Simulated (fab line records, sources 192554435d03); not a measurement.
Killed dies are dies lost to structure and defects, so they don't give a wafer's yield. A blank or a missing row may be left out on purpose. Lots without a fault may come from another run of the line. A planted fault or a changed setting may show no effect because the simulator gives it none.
fab line records | flow n5_finfet
record lots=7 wafers=21
route steps=1938 shown BEOL_M15@1800 MIM_BOT_ETCH@1866
start_h: hours from the record's first day to the start of the lot's first wafer shown | wait_h: hours since the lot's step before | " the same as in the row above | L1.1+2: a row that stands for several wafers | - no value, or no start given | * or withheld: withheld | < > ~ a bound
route shown NAME@n: a module of which the file shows steps, and the number in the route of the first | usual: mean/standard deviation of fault-free wafers | same: alike in all rows | chamber/n: place in a boat | sites: the reading at each site | _std_site: their standard deviation | _edge_site: outer sites' mean less inner sites' | radius_mm: how far each site lies from the wafer's centre | mask NAME#n: copy n | behind: the tool/chamber that last shaped the wafer | hold: why the lot was held/for how many hours/how that ended | device: the transistor (n, p or np) that didn't switch | end of line: the same wafers' tests at the end of the route | a step without rows: its recipe alone | killed: dies lost to structure and defects at the first sort, not the wafer's yield | map: a wafer's dies, x killed, . not, _ none there
set.NAME: the setting as run; set.NAME@STEP: as run at that earlier step | model.NAME: the simulator's own value behind a step, which no gauge read
lots whose settings were changed on purpose; a table a step, a row a wafer
## steps
# step N5_BEOL_M15_EXPOSE_25
# recipe mask_id=M15 na=0.8 source_shape=annular sigma_inner=0.5 sigma_outer=0.8 polarization=unpolarized target_cd_nm=400 dose_mj=35.5
# columns lot.wafer tool chamber start_h wait_h mask set.dose_mj
L078.1+2+5 krf_scanner-02 0 273.58 - M15#0 35.5
L083.1+4+6 krf_scanner-01 0 298.67 - M15#0 35.5
L084.1+3+6 krf_scanner-02 0 305.70 - M15#0 35.5
L085.4+5 krf_scanner-01 0 316.90 - M15#0 35.5
L085.6 " 0 " " M15#0 34.03
L093.1+5 krf_scanner-01 0 357.61 - M15#0 35.5
L093.4 " 0 " " M15#0 33.14
L094.1+2+3 krf_scanner-01 0 369.59 - M15#0 35.5
L097.2 krf_scanner-01 0 385.76 - M15#0 35.5
L097.3+4 " 0 " " M15#0 33.34
# step N5_BEOL_M15_PEB_26
# recipe peb_temp_c=130 peb_time_s=90
# step N5_BEOL_M15_DEVELOP_27
# recipe develop_time_s=45 rinse_liquid=diw dry=air_spin dev_temp_c=21
# step N5_BEOL_M15_HARDBAKE_32
# recipe temp_c=130 time_s=120
# step N5_BEOL_M15_CD_MEAS_28
# recipe target_cd_nm=407.6 landing_energy_ev=500 detector=se_inlens
# usual cd_nm=407.1/2.1
# columns lot.wafer tool chamber start_h wait_h set.dose_mj@BEOL_M15_EXPOSE_25 cd_nm
L078.1 cd_sem-02 0 273.76 - 35.5 409.3
L078.2 " 0 " " 35.5 410.8
L078.5 " 0 " " 35.5 409.8
L083.1 cd_sem-02 0 298.85 - 35.5 404.1
L083.4 " 0 " " 35.5 406.3
L083.6 " 0 " " 35.5 406.2
L084.1 cd_sem-02 0 305.87 - 35.5 411.7
L084.3 " 0 " " 35.5 410.1
L084.6 " 0 " " 35.5 409.2
L085.4 cd_sem-02 0 317.06 - 35.5 404.1
L085.5 " 0 " " 35.5 404.6
L085.6 " 0 " " 34.03 399.2
L093.1 cd_sem-01 0 357.78 - 35.5 405.7
L093.4 " 0 " " 33.14 394.6
L093.5 " 0 " " 35.5 405.3
L094.1 cd_sem-03 0 369.76 - 35.5 407.0
L094.2 " 0 " " 35.5 407.3
L094.3 " 0 " " 35.5 405.8
L097.2 cd_sem-02 0 385.92 - 35.5 409.8
L097.3 " 0 " " 33.34 397.0
L097.4 " 0 " " 33.34 396.7
# step N5_BEOL_M15_DESCUM_33
# recipe chemistry=O2 time_s=7.9 source_power_w=50 bias_power_w=20 pressure_mtorr=20 rf_frequency_hz=2.712e+07 temp_c=40 o2_flow_sccm=225
# columns lot.wafer tool chamber start_h wait_h set.dose_mj@BEOL_M15_EXPOSE_25 model.BEOL_M15.cd_nm
L078.1 rie_diel-04 2 273.85 0.0 35.5 409.4
L078.2 " 0 " " 35.5 410.8
L078.5 " 1 " " 35.5 409.8
L083.1 rie_diel-04 2 298.94 0.0 35.5 404.2
L083.4+6 " 0,1 " " 35.5 406.2
L084.1 rie_diel-04 3 305.97 0.0 35.5 411.6
L084.3 " 0 " " 35.5 410
L084.6 " 1 " " 35.5 409.2
L085.4 rie_diel-03 1 317.46 0.3 35.5 404.2
L085.5 " 0 " " 35.5 404.8
L085.6 " 1 " " 34.03 398.8
L093.1 rie_diel-03 0 357.87 0.0 35.5 405.8
L093.4 " 2 " " 33.14 394.4
L093.5 " 1 " " 35.5 405
L094.1+2 rie_diel-01 3,1 370.06 0.2 35.5 407.2
L094.3 " 0 " " 35.5 405.8
L097.2 rie_diel-04 3 386.04 0.1 35.5 409.8
L097.3 " 1 " " 33.34 397.4
L097.4 " 0 " " 33.34 396.8
# step N5_BEOL_M15_ETCH_61
# recipe chemistry=N2/H2 target=BARC target_depth_a=890 overetch_a=267 time_s=67.9 ion_energy_ev=200 pressure_mtorr=30 source_w=840 bias_w=150 n2_flow_sccm=200 h2_flow_sccm=200
# columns lot.wafer tool chamber start_h wait_h set.dose_mj@BEOL_M15_EXPOSE_25 model.BEOL_M15.cd_nm
L078.1 rie_diel-04 2 273.88 0.0 35.5 402.4
L078.2 " 0 " " 35.5 404.4
L078.5 " 1 " " 35.5 402.8
L083.1 rie_diel-04 2 298.97 0.0 35.5 396.6
L083.4 " 0 " " 35.5 399.8
L083.6 " 1 " " 35.5 399.6
L084.1 rie_diel-04 3 306.01 0.0 35.5 404.6
L084.3 " 0 " " 35.5 403.2
L084.6 " 1 " " 35.5 402.4
L085.4 rie_diel-03 1 317.49 0.0 35.5 396.6
L085.5 " 0 " " 35.5 396.8
L085.6 " 1 " " 34.03 391.4
L093.1 rie_diel-03 0 357.91 0.0 35.5 398
L093.4 " 2 " " 33.14 387.2
L093.5 " 1 " " 35.5 396.4
L094.1 rie_diel-01 3 370.10 0.0 35.5 399.4
L094.2 " 1 " " 35.5 399.6
L094.3 " 0 " " 35.5 398.8
L097.2 rie_diel-04 3 386.07 0.0 35.5 401.4
L097.3 " 1 " " 33.34 389.6
L097.4 " 0 " " 33.34 389
# step N5_BEOL_M15_TRENCH_ETCH_34
# recipe chemistry=C4F8/O2/Ar target=SiO2 target_depth_a=8729.3 he_inner_torr=15 he_outer_torr=30 time_s=199 ion_energy_ev=800 pressure_mtorr=20 source_w=1905 bias_w=2040 Ar_flow_sccm=400 C4F8_flow_sccm=16 O2_flow_sccm=12
# usual rf_vpp_V=2219/29
# columns lot.wafer tool chamber start_h wait_h set.bias_w set.dose_mj@BEOL_M15_EXPOSE_25 rf_vpp_V model.BEOL_M15.cd_nm
L078.1 rie_diel-04 2 273.93 0.0 2040 35.5 2209 402.4
L078.2 " 0 " " 2040 35.5 2236 405.2
L078.5 " 1 " " 2040 35.5 2248 403.2
L083.1 rie_diel-04 2 299.02 0.0 2040 35.5 2210 396.4
L083.4 " 0 " " 2040 35.5 2236 400.2
L083.6 " 1 " " 2040 35.5 2248 400
L084.1 rie_diel-04 3 306.06 0.0 2040 35.5 2238 405.4
L084.3 " 0 " " 2040 35.5 2235 403.8
L084.6 " 1 " " 2040 35.5 2249 403
L085.4 rie_diel-03 1 317.54 0.0 2040 35.5 2221 397
L085.5 " 0 " " 2272 35.5 2395 396.6
L085.6 " 1 " " 2040 34.03 2221 391.2
L093.1 rie_diel-03 0 357.96 0.0 2040 35.5 2222 398.2
L093.4 " 2 " " 2224 33.14 2291 387
L093.5 " 1 " " 2040 35.5 2221 396.6
L094.1 rie_diel-01 3 370.15 0.0 2040 35.5 2207 398.4
L094.2 " 1 " " 2040 35.5 2248 400.4
L094.3 " 0 " " 1857 35.5 2023 399.4
L097.2 rie_diel-04 3 386.12 0.0 2040 35.5 2237 402.2
L097.3 " 1 " " 2310 33.34 2445 390
L097.4 " 0 " " 2040 33.34 2271 389.4
# step N5_MIM_BOT_ETCH_ETCH_04
# recipe chemistry=CF4/O2 target=SiNx target_depth_a=260 time_s=13 ion_energy_ev=100 pressure_mtorr=40 source_w=535 bias_w=49 Ar_flow_sccm=100 cf4_flow_sccm=100 O2_flow_sccm=10
# columns lot.wafer tool chamber start_h wait_h set.time_s model.etch.depth_nm
L078.1 rie_diel-06 1 286.13 0.0 13 26.35
L078.2 " 0 " " 13 25.82
L078.5 " 1 " " 13 26.23
L083.1 rie_diel-02 1 307.30 0.0 13 26.62
L083.4 " 2 " " 13 25.08
L083.6 " 3 " " 13 26.33
L084.1 rie_diel-06 2 313.90 0.0 11.82 23.23
L084.3 " 0 " " 13 25.55
L084.6 " 3 " " 11.82 23.69
L085.4 rie_diel-02 3 323.83 0.0 13 26.16
L085.5 " 2 " " 13 24.97
L085.6 " 1 " " 13 26.31
L093.1 rie_diel-06 2 366.91 0.0 10.76 21.13
L093.4 " 3 " " 10.76 21.7
L093.5 " 0 " " 13 25.76
L094.1 rie_diel-06 0 377.65 0.0 13 25.69
L094.2 " 2 " " 13 25.1
L094.3 " 3 " " 11.46 22.96
L097.2 rie_diel-02 0 395.62 0.0 10.14 20.53
L097.3+4 " 2,3 " " 13 26.49
## key
split step=N5_BEOL_M15_EXPOSE_25 setting=dose_mj stated=35.5 by=wafer
response step=N5_BEOL_M15_CD_MEAS_28 reading=cd_nm change=+1.76 per=1% r=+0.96
response step=N5_BEOL_M15_DESCUM_33 reading=model.BEOL_M15.cd_nm change=+1.77 per=1% r=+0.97
response step=N5_BEOL_M15_ETCH_61 reading=model.BEOL_M15.cd_nm change=+1.65 per=1% r=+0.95
response step=N5_BEOL_M15_TRENCH_ETCH_34 reading=model.BEOL_M15.cd_nm change=+1.71 per=1% r=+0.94
split step=N5_BEOL_M15_TRENCH_ETCH_34 setting=bias_w stated=2040 by=wafer
response step=N5_BEOL_M15_TRENCH_ETCH_34 reading=rf_vpp_V change=+14.9 per=1% r=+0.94
split step=N5_MIM_BOT_ETCH_ETCH_04 setting=time_s stated=13 by=wafer
response step=N5_MIM_BOT_ETCH_ETCH_04 reading=model.etch.depth_nm change=+0.253 per=1% r=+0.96
